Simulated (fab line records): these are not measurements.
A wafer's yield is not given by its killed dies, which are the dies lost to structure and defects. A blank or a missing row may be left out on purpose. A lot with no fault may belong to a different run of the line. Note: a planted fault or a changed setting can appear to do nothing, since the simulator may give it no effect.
Split-lot trial | flow n5_finfet | route with 1938 steps; 7 lots, 21 wafers read

## THE SPLIT ITSELF
At N5_BEOL_M7_EXPOSE_25 (exposes mask V6, target cd 40 nm), the setting dose_mj was moved away from the recipe's 42.5 on 11 of the 21 wafers read, by -5.7% to +5.2%. All remaining wafers had this setting at the recipe value.

## FROM THE SPLIT TO THE READING: what the file shows between them, 2 steps
- N5_BEOL_M7_PEB_26: peb time 60 s
- N5_BEOL_M7_DEVELOP_27: develop time 30 s

## THE READING
At N5_BEOL_M7_CD_MEAS_28: cd_nm in nanometres, against a target cd of 40 nm. Fault-free wafers of this fab line usually give 39.92 nm, standard deviation 0.26 nm.

wafer  | tool, chamber at the split | dose_mj as run | against the recipe | cd_nm, nm | against lot-mates on the recipe
L075.2 | euv_scanner-02, 0          | 42.5           | recipe             | 40.18     | -
L075.3 | euv_scanner-02, 0          | 42.5           | recipe             | 39.51     | -
L075.4 | euv_scanner-02, 0          | 42.5           | recipe             | 40.08     | -
L077.4 | euv_scanner-02, 0          | 41.5           | -2.4%              | 39.65     | -0.76
L077.5 | euv_scanner-02, 0          | 42.5           | recipe             | 40.41     | -
L077.6 | euv_scanner-02, 0          | 41.5           | -2.4%              | 39.57     | -0.84
L079.4 | euv_scanner-01, 0          | 40.88          | -3.8%              | 39.12     | -1.15
L079.5 | euv_scanner-01, 0          | 40.88          | -3.8%              | 39.30     | -0.97
L079.6 | euv_scanner-01, 0          | 42.5           | recipe             | 40.27     | -
L085.2 | euv_scanner-01, 0          | 41.56          | -2.2%              | 38.95     | -0.95
L085.4 | euv_scanner-01, 0          | 42.5           | recipe             | 39.90     | -
L085.6 | euv_scanner-01, 0          | 42.5           | recipe             | 39.90     | -
L086.2 | euv_scanner-01, 0          | 43.36          | +2.0%              | 40.16     | no lot-mate on the recipe
L086.4 | euv_scanner-01, 0          | 43.36          | +2.0%              | 40.11     | no lot-mate on the recipe
L086.5 | euv_scanner-01, 0          | 43.36          | +2.0%              | 40.06     | no lot-mate on the recipe
L088.2 | euv_scanner-02, 0          | 44.73          | +5.2%              | 40.66     | +0.63
L088.5 | euv_scanner-02, 0          | 44.73          | +5.2%              | 40.79     | +0.76
L088.6 | euv_scanner-02, 0          | 42.5           | recipe             | 40.03     | -
L097.1 | euv_scanner-01, 0          | 42.5           | recipe             | 40.09     | -
L097.3 | euv_scanner-01, 0          | 42.5           | recipe             | 39.92     | -
L097.6 | euv_scanner-01, 0          | 40.09          | -5.7%              | 38.34     | -1.66

FIT RESULTS
A straight line over all 21 wafers: cd_nm changes by +0.19 nm for each +1% of dose_mj; r = +0.88; the points scatter about the line by 0.28 nm.
The same after taking each lot's own level away (the mean of its wafers on the recipe; 18 wafers): +0.221 nm for each +1%; r = +0.93; scatter 0.24 nm.
On that fit, the largest move of dose_mj shifts the reading by 1.3 nm.
The lots' own levels span 39.900 to 40.410 nm, that is 2.0 times the standard deviation above.
Hence the slope depends on the lot-to-lot level, as the two fits are not the same.
Check: for one of the wafers moved furthest among these (-5.7%), held out of the fit, the line's prediction against its lot-mates is -1.31 nm. It came out at -1.66 nm against them.

## THE OTHER SPLITS THESE WAFERS WENT THROUGH
Note: prior to the reading, these wafers also went through further splits. Each is held against what the fit with the lots' levels taken away leaves over:
other split on the same wafers | wafers away from the commonest value | r with cd_nm (lot level and that fit taken away)
N5_BEOL_M6_COAT_60 spin_rpm    | 5                                    | +0.08
N5_BEOL_M7_COAT_71 spin_rpm    | 7                                    | +0.14

## THE WHOLE CHAIN: every reading that the file lists as answering this split, in the file's order
step                  | what it does                                                | reading                                                        | change (the file's fit)               | r (the file's)
N5_BEOL_M7_CD_MEAS_28 | target cd 40 nm                                             | cd_nm                                                          | +0.249 nm for each +1% of the setting | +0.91
N5_BEOL_M7_DESCUM_33  | chemistry O2, time 7 s                                      | BEOL_M7.cd_nm (the simulator's own value, which no gauge read) | +0.222 nm for each +1% of the setting | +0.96
N5_BEOL_M7_ETCH_72    | etches underlayer in N2/H2, target depth 6.5 nm, time 5.2 s | BEOL_M7.cd_nm (the simulator's own value, which no gauge read) | +0.232 nm for each +1% of the setting | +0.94

## THE FILE'S OWN FIT
cd_nm changes by +0.249 nm for each +1% of dose_mj, r = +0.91.
